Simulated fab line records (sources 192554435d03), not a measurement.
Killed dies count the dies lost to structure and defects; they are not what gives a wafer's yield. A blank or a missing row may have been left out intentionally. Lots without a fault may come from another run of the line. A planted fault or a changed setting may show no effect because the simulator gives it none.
Matching of chambers ; flow n5 finfet ; N5_BEOL_M4_ETCHBACK_99 on rie diel-03 has 4 sister chambers
The step etches SiO2 in CHF3, target depth 5 nm, time 10.4 s. 4 wafers are shown with their chamber, then 12 later ones without.

## WAFERS PAIRED WITH THEIR CHAMBERS
wafer;chamber;drypump motor current A (A)
L086.5;3;5.5
L087.1;0;6.3
L087.5;1;5.9
L087.6;2;5.8

## WAFERS MISSING THEIR CHAMBER
wafer;drypump motor current A (A)
L091.2;6.2
L091.5;5.5
L091.6;6.2
L090.2;6.3
L090.3;5.5
L090.5;6.3
L094.2;5.8
L094.3;6.3
L094.5;5.5
L096.1;5.8
L096.4;5.9
L096.6;5.5

## CHAMBER TAKEN BY EACH
wafer;from the rows above;in truth
L091.2;0;0
L091.5;3;3
L091.6;0;0
L090.2;0;0
L090.3;3;3
L090.5;0;0
L094.2;2;2
L094.3;0;0
L094.5;3;3
L096.1;2;2
L096.4;1;1
L096.6;3;3
Placed correctly: 12 of 12. Not placeable from these rows: 0. Wrongly placed: 0.
How it was worked out, from the rows above alone: a wafer's distance from a chamber is the root of the sum, over the readings, of the square of ((its reading less the chamber's mean) divided by the reading's scatter). If the next closest chamber is less than 2 further off than the closest, the wafer can't be placed; otherwise it belongs to the closest. For every chamber, the mean is computed from those of its wafers that are shown. The scatter: with one shown wafer a chamber, the root of the mean of the squares of how far each hidden wafer lies from its nearest shown one.
